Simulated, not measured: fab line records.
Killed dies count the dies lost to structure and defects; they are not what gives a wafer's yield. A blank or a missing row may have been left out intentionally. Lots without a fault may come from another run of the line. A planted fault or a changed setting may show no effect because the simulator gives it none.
Chamber matching :: flow nand_harc :: cmp-01 running NHARC_A_SGD_CUT_CMP_21: 4 sister chambers
The step polishes, target thk 148.19 nm. 8 wafers are shown with their chamber, then 7 later ones without.

## WAFERS, EACH WITH ITS CHAMBER
wafer: L074.2
chamber: 0
motor_current_A (A): 13.5
time_to_endpoint_s (s): 48

wafer: L076.4
chamber: 0
motor_current_A (A): 12.7
time_to_endpoint_s (s): 50

wafer: L076.3
chamber: 3
motor_current_A (A): 11.2
time_to_endpoint_s (s): 47

wafer: L076.5
chamber: 1
motor_current_A (A): 11.7
time_to_endpoint_s (s): 49

wafer: L081.2
chamber: 3
motor_current_A (A): 10.9
time_to_endpoint_s (s): 52

wafer: L081.6
chamber: 2
motor_current_A (A): 14.0
time_to_endpoint_s (s): 50

wafer: L085.1
chamber: 1
motor_current_A (A): 12.5
time_to_endpoint_s (s): 48

wafer: L085.2
chamber: 2
motor_current_A (A): 13.3
time_to_endpoint_s (s): 44

## WAFERS WITHOUT THEIR CHAMBER
wafer: L085.6
motor_current_A (A): 12.9
time_to_endpoint_s (s): 49

wafer: L090.1
motor_current_A (A): 12.9
time_to_endpoint_s (s): 47

wafer: L090.2
motor_current_A (A): 13.7
time_to_endpoint_s (s): 45

wafer: L090.6
motor_current_A (A): 11.2
time_to_endpoint_s (s): 48

wafer: L095.1
motor_current_A (A): 13.1
time_to_endpoint_s (s): 50

wafer: L095.2
motor_current_A (A): 11.2
time_to_endpoint_s (s): 50

wafer: L095.3
motor_current_A (A): 13.0
time_to_endpoint_s (s): 52

## WHICH CHAMBER EACH WENT THROUGH
wafer: L085.6
from the rows above: can't be placed: 0 or 1 or 2
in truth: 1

wafer: L090.1
from the rows above: can't be placed: 0 or 2 or 1
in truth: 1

wafer: L090.2
from the rows above: can't be placed: 2 or 0
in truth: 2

wafer: L090.6
from the rows above: can't be placed: 3 or 1
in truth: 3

wafer: L095.1
from the rows above: can't be placed: 0 or 2 or 1
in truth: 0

wafer: L095.2
from the rows above: can't be placed: 3 or 1
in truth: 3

wafer: L095.3
from the rows above: can't be placed: 0 or 2 or 1
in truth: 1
Correctly placed: 0 of 7. From these rows, 7 cannot be placed; in 7 the true chamber is one of the candidates. 0 placed wrongly.
How it was worked out, from the rows above alone: a wafer's distance from a chamber is the root of the sum, over the readings, of the square of ((its reading less the chamber's mean) divided by the reading's scatter). The wafer belongs to the nearest chamber; if the next one is less than 2 further off, it can't be placed. For every chamber, the mean is computed from those of its wafers that are shown. The scatter: the root of (the sum of the squares of (reading less its chamber's mean) over the shown wafers, divided by (wafers less chambers)).
